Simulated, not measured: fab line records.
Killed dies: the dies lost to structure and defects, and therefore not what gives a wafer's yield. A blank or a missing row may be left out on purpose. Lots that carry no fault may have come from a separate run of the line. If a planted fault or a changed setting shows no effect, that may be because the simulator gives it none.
fab line records	flow n5-finfet
record lots=7	wafers=21
route steps=1938 shown PASSIVATION@1928
start-h: hours from the record's first day to the start of the lot's first wafer shown	wait-h: hours since the lot's step before	" the same as in the row above	L1.1+2: a row that stands for several wafers	- no value present, or no start provided	* or withheld: withheld	< > ~ a bound
route shown NAME@n: NAME is a module with steps in the file, n the number in the route of the first one	usual: mean/standard deviation taken from wafers without a fault	same: alike in all rows	chamber/n: place in a boat	sites: each site's reading	_std_site: standard deviation across them	_edge_site: mean of outer sites minus mean of inner sites	radius-mm: how far each site lies from the wafer's centre	mask NAME#n: copy n	behind: the most recent tool/chamber to have shaped the wafer	hold: what put the lot on hold/how long, in hours/how the hold closed	device: the transistor (n, p or np) that didn't switch	end of line: tests run on the same wafers once the route is complete	a step given without rows: its recipe and nothing more	killed: at the first sort, the dies lost to defects and structure; wafer yield is something else	map: shows each die of a wafer: x if killed, . if not, _ if none is there
set.NAME: the setting the step ran with; set.NAME@STEP: the setting that earlier step ran with	model.NAME: the simulator's own value behind a step, which no gauge read
lots with deliberately changed settings; one table per step, one row per wafer
## steps
# step N5_PASSIVATION_DESCUM_46
# recipe chemistry=O2	time-s=7.9	source-power-w=50	bias-power-w=20	pressure-mtorr=20	rf-frequency-hz=2.712e+07	temp-c=40	o2-flow-sccm=225
lot.wafer	tool	chamber	start-h	wait-h	set.time-s
L074.1	rie-diel-01	1	290.53	0.0	9.545
L074.4+6	"	0,1	"	"	7.9
L078.1+2	rie-diel-05	3,0	312.03	0.0	8.667
L078.5	"	0	"	"	7.9
L081.1	rie-diel-05	0	319.44	0.2	7.9
L081.4+6	"	1,3	"	"	8.878
L084.2+3+6	rie-diel-05	2,0,0	338.87	1.4	7.9
L083.1+2+4	rie-diel-05	3,0,1	343.88	0.1	7.9
L093.3+4	rie-diel-01	2	395.63	0.0	7.9
L093.6	"	1	"	"	9.257
L094.1+5	rie-diel-02	2,3	406.45	0.2	7.9
L094.6	"	0	"	"	6.992
# step N5_PASSIVATION_PASS_ETCH_47
# recipe chemistry=CF4/O2	target=SiNx	target-depth-a=7700	time-s=385	ion-energy-ev=100	pressure-mtorr=40	source-w=535	bias-w=49	Ar_flow_sccm=100	cf4-flow-sccm=100	O2_flow_sccm=10
# step N5_PASSIVATION_ETCH_54
# recipe chemistry=CHF3/O2	target=SiO2	target-depth-a=8800	CHF3_flow_sccm=50	O2_flow_sccm=5	Ar_flow_sccm=200	time-s=440	mask-material=PR	pressure-mtorr=30	source-w=650	bias-w=170	ion-energy-ev=200
# step N5_PASSIVATION_SRD_72
# recipe dry=ipa-marangoni	time-s=30	temp-c=23	rinse-liquid=diw
# step N5_PASSIVATION_ANNEAL_56
# recipe temp-c=400	time-s=1800	ambient=FGA	idle-temp-c=300	ramp-up-c-per-min=5	ramp-down-c-per-min=3
# step N5_PASSIVATION_PROBE_49
# usual defect-limited-yield=91.2/1.5	killed_at_M0_to_M3=33/9.6	killed_at_M4_up=14/5.6	killed-at-contacts=14/5.5	killed-at-front-end=40/13	killed-at-other=4/3	killed-dies=104/17	killed-open=68/13	killed-short=33/7.2	sort_bin_5_function=5.2/0.95	sort_bin_6_memory=3.3/0.62	sort-n-pass=1076/17	sort-yield-pct=91.2/1.5
# same gross-dies=1180	killed-at-back-side=0	sort_bin_4_leakage[%]=0	sort_bin_8_speed[%]=0
lot.wafer	tool	chamber	start-h	wait-h	set.time-s@PASSIVATION_PECVD_35	defect-limited-yield[%]	killed_at_M0_to_M3	killed_at_M4_up	killed-at-contacts	killed-at-front-end	killed-at-other	killed-dies	killed-open	killed-short	sort_bin_5_function[%]	sort_bin_6_memory[%]	sort-n-pass	sort-yield-pct[%]
L074.1	prober-02	-	293.66	0.0	138	92.9	42	16	8	15	3	84	60	21	4.5	2.5	1096	92.9
L074.4	prober-02	-	293.81	0.2	151.3	89.7	55	17	20	28	2	122	92	30	5.7	4.3	1058	89.7
L074.6	prober-02	-	293.91	0.3	151.3	91.2	39	20	14	22	9	104	74	27	5.5	3.1	1076	91.2
L078.1	prober-01	-	315.08	0.0	164.5	55.3	24	17	5	57	425	528	73	28	41.2	3.2	652	55.3
L078.2	prober-01	-	315.13	0.1	151.3	88.5	32	15	19	66	4	136	89	44	7.3	3.9	1044	88.5
L078.5	prober-01	-	315.28	0.2	151.3	89.4	46	11	17	48	3	125	85	36	6.5	3.5	1055	89.4
L081.1	prober-01	-	322.49	0.0	141.9	90.7	46	11	25	27	1	110	66	41	4.6	4.1	1070	90.7
L081.4	prober-01	-	322.64	0.2	141.9	90.8	33	15	26	34	0	108	69	33	4.4	3.8	1072	90.8
L081.6	prober-01	-	322.74	0.3	151.3	91.7	32	19	9	32	6	98	70	27	5.2	2.9	1082	91.7
L084.2	prober-02	-	341.97	0.1	151.3	91.7	32	13	15	38	0	98	68	27	4.6	3.3	1082	91.7
L084.3	prober-02	-	342.02	0.1	151.3	89.7	29	12	17	58	5	121	81	32	5.9	3.8	1059	89.7
L084.6	prober-02	-	342.17	0.3	151.3	90.8	35	13	15	45	1	109	71	29	5.9	2.8	1071	90.8
L083.1	prober-02	-	347.15	0.2	166.6	40.0	30	20	16	41	601	708	77	31	56.4	3.2	472	40.0
L083.2	prober-02	-	347.20	0.3	151.3	90.6	15	17	28	46	5	111	75	35	5.5	3.8	1069	90.6
L083.4	prober-02	-	347.30	0.4	166.6	39.3	28	14	14	30	630	716	56	28	57.7	2.7	464	39.3
L093.3	prober-01	-	400.17	0.1	151.3	91.0	37	15	14	40	0	106	71	32	5.4	3.2	1074	91.0
L093.4	prober-01	-	400.22	0.2	151.3	0	1118	7	11	41	3	1180	59	30	96.8	3.0	0	0
L093.6	prober-01	-	400.32	0.3	151.3	0	1124	8	8	37	3	1180	52	29	97.0	2.8	0	0
L094.1	prober-02	-	409.49	0.0	151.3	87.5	40	20	27	57	3	147	97	47	7.3	4.7	1033	87.5
L094.5	prober-02	-	409.69	0.2	129.2	87.1	64	9	22	57	0	152	79	41	8.5	4.1	1028	87.1
L094.6	prober-02	-	409.74	0.3	129.2	88.3	70	11	14	41	2	138	63	33	7.8	3.8	1042	88.3
# killed by level:class
L074.1 BEOL_M2:geometric-particle:open=14 BEOL_M0_SAQP:geometric-particle:open=11 MOL_CONTACT_COAG:geometric-particle:open=8 BEOL_M3:geometric-particle:open=6 BEOL_M5:geometric-particle:open=6 BEOL_M0_SAQP:geometric-particle:short=5 STARTING-WAFER:geometric-particle:short=4 FIN_SAQP:geometric-particle:short=2
L074.4 MOL_CONTACT_COAG:geometric-particle:open=17 BEOL_M2:geometric-particle:open=15 FIN_SAQP:geometric-particle:open=13 BEOL_M0_SAQP:geometric-particle:short=10 BEOL_M0_SAQP:geometric-particle:open=9 BEOL_M3:geometric-particle:open=8 STI_FIN_REVEAL:geometric-particle:open=6 BEOL_M1:geometric-particle:open=6
L074.6 MOL_CONTACT_COAG:geometric-particle:open=14 BEOL_M0_SAQP:geometric-particle:open=13 GATE_CUT:geometric-particle:open=10 BEOL_M5:geometric-particle:open=8 GATE_CUT:geometric-particle:short=5 BEOL_M2:geometric-particle:open=5 BEOL_M4:geometric-particle:open=4 BEOL_M0_SAQP:geometric-particle:short=4
L078.1 PASSIVATION:area-pecvd=423 STI_FIN_REVEAL:geometric-particle:open=16 BEOL_M4:geometric-particle:open=10 DUMMY_GATE:geometric-particle:open=8 FIN_SAQP:geometric-particle:open=7 BEOL_M0_SAQP:geometric-particle:open=6 STARTING-WAFER:geometric-particle:open=6 STI_FIN_REVEAL:geometric-particle:short=5
L078.2 STI_FIN_REVEAL:geometric-particle:open=23 MOL_CONTACT_COAG:geometric-particle:open=15 FIN_SAQP:geometric-particle:short=13 BEOL_M0_SAQP:geometric-particle:open=10 FIN_SAQP:geometric-particle:open=9 BEOL_M1:geometric-particle:open=6 STI_FIN_REVEAL:geometric-particle:short=6 DUMMY_GATE:geometric-particle:open=5
L078.5 MOL_CONTACT_COAG:geometric-particle:open=13 BEOL_M1:geometric-particle:open=13 STI_FIN_REVEAL:geometric-particle:open=11 BEOL_M2:geometric-particle:open=11 DUMMY_GATE:geometric-particle:open=8 FIN_SAQP:geometric-particle:short=7 FIN_SAQP:geometric-particle:open=6 BEOL_M0_SAQP:geometric-particle:open=5
L081.1 MOL_CONTACT_COAG:geometric-particle:open=17 BEOL_M0_SAQP:geometric-particle:short=12 BEOL_M2:geometric-particle:open=10 BEOL_M0_SAQP:geometric-particle:open=9 MOL_CONTACT_COAG:geometric-particle:short=8 STI_FIN_REVEAL:geometric-particle:open=4 STARTING-WAFER:geometric-particle:short=4 FIN_SAQP:geometric-particle:open=3
L081.4 MOL_CONTACT_COAG:geometric-particle:open=18 BEOL_M2:geometric-particle:open=11 MOL_CONTACT_COAG:geometric-particle:short=8 BEOL_M4:geometric-particle:open=8 BEOL_M0_SAQP:geometric-particle:short=8 STI_FIN_REVEAL:geometric-particle:open=6 BEOL_M3:geometric-particle:open=5 HKMG_FIN:area-etch=5
L081.6 STI_FIN_REVEAL:geometric-particle:open=13 BEOL_M3:geometric-particle:open=10 MOL_CONTACT_COAG:geometric-particle:open=7 BEOL_M4:geometric-particle:open=7 STARTING-WAFER:geometric-particle:open=6 FIN_SAQP:geometric-particle:short=4 BEOL_M0_SAQP:geometric-particle:short=4 BEOL_M0_SAQP:geometric-particle:open=4
L084.2 MOL_CONTACT_COAG:geometric-particle:open=14 BEOL_M0_SAQP:geometric-particle:open=13 FIN_SAQP:geometric-particle:open=12 FIN_SAQP:geometric-particle:short=8 BEOL_M0_SAQP:geometric-particle:short=7 BEOL_M1:geometric-particle:open=7 DUMMY_GATE:geometric-particle:open=5 BEOL_M4:geometric-particle:open=5
L084.3 FIN_SAQP:geometric-particle:open=17 MOL_CONTACT_COAG:geometric-particle:open=13 BEOL_M1:geometric-particle:open=11 DUMMY_GATE:geometric-particle:open=8 STI_FIN_REVEAL:geometric-particle:open=6 DUMMY_GATE:geometric-particle:short=5 BEOL_M0_SAQP:geometric-particle:short=5 MOL_CONTACT_COAG:geometric-particle:short=4
L084.6 FIN_SAQP:geometric-particle:open=14 BEOL_M0_SAQP:geometric-particle:open=13 MOL_CONTACT_COAG:geometric-particle:open=11 BEOL_M1:geometric-particle:open=8 BEOL_M0_SAQP:geometric-particle:short=6 STARTING-WAFER:geometric-particle:open=5 FIN_SAQP:geometric-particle:short=4 BEOL_M1:geometric-particle:short=4
L083.1 PASSIVATION:area-pecvd=596 MOL_CONTACT_COAG:geometric-particle:open=13 STI_FIN_REVEAL:geometric-particle:open=11 FIN_SAQP:geometric-particle:open=8 BEOL_M4:geometric-particle:open=8 BEOL_M0_SAQP:geometric-particle:open=7 BEOL_M3:geometric-particle:open=6 FIN_SAQP:geometric-particle:short=5
L083.2 MOL_CONTACT_COAG:geometric-particle:open=20 FIN_SAQP:geometric-particle:open=17 FIN_SAQP:geometric-particle:short=12 STI_FIN_REVEAL:geometric-particle:open=7 MOL_CONTACT_COAG:geometric-particle:short=7 BEOL_M3:geometric-particle:open=6 BEOL_M4:geometric-particle:open=6 BEOL_M4:geometric-particle:short=3
L083.4 PASSIVATION:area-pecvd=629 MOL_CONTACT_COAG:geometric-particle:open=10 FIN_SAQP:geometric-particle:open=9 FIN_SAQP:geometric-particle:short=8 BEOL_M3:geometric-particle:open=8 BEOL_M0_SAQP:geometric-particle:short=8 STI_FIN_REVEAL:geometric-particle:open=4 MOL_CONTACT_COAG:geometric-particle:short=4
L093.3 FIN_SAQP:geometric-particle:open=12 MOL_CONTACT_COAG:geometric-particle:open=10 BEOL_M2:geometric-particle:open=10 BEOL_M4:geometric-particle:open=10 FIN_SAQP:geometric-particle:short=9 BEOL_M3:geometric-particle:open=8 BEOL_M0_SAQP:geometric-particle:short=6 STI_FIN_REVEAL:geometric-particle:open=4
L093.4 BEOL_M0_SAQP:area-ald=1090 FIN_SAQP:geometric-particle:open=13 MOL_CONTACT_COAG:geometric-particle:open=8 BEOL_M3:geometric-particle:open=8 FIN_SAQP:geometric-particle:short=7 STI_FIN_REVEAL:geometric-particle:open=7 BEOL_M0_SAQP:geometric-particle:open=6 STARTING-WAFER:geometric-particle:short=4
L093.6 BEOL_M0_SAQP:area-ald=1097 DUMMY_GATE:geometric-particle:open=8 STI_FIN_REVEAL:geometric-particle:open=7 BEOL_M2:geometric-particle:open=7 FIN_SAQP:geometric-particle:open=6 BEOL_M0_SAQP:geometric-particle:short=6 FIN_SAQP:geometric-particle:short=5 MOL_CONTACT_COAG:geometric-particle:open=5
L094.1 STI_FIN_REVEAL:geometric-particle:open=22 MOL_CONTACT_COAG:geometric-particle:open=20 FIN_SAQP:geometric-particle:open=11 BEOL_M2:geometric-particle:open=10 BEOL_M3:geometric-particle:open=9 MOL_CONTACT_COAG:geometric-particle:short=7 BEOL_M0_SAQP:geometric-particle:short=6 BEOL_M4:geometric-particle:short=6
L094.5 BEOL_M0_SAQP:area-ald=32 STI_FIN_REVEAL:geometric-particle:open=28 MOL_CONTACT_COAG:geometric-particle:open=18 BEOL_M0_SAQP:geometric-particle:short=9 BEOL_M3:geometric-particle:open=7 BEOL_M0_SAQP:geometric-particle:open=6 FIN_SAQP:geometric-particle:open=5 FIN_SAQP:geometric-particle:short=5
L094.6 BEOL_M0_SAQP:area-ald=36 MOL_CONTACT_COAG:geometric-particle:open=11 STI_FIN_REVEAL:geometric-particle:open=9 BEOL_M3:geometric-particle:open=8 FIN_SAQP:geometric-particle:open=7 STI_FIN_REVEAL:geometric-particle:short=6 BEOL_M2:geometric-particle:open=6 BEOL_M4:geometric-particle:open=6
## key
split step=N5_PASSIVATION_DESCUM_46	setting=time-s	stated=7.9	by=wafer
response none clear
split outside-this-file step=N5_PASSIVATION_PECVD_35 setting=time-s
# split outside-this-file: this setting was split too, and the file shows its column; the key of that split is in another file
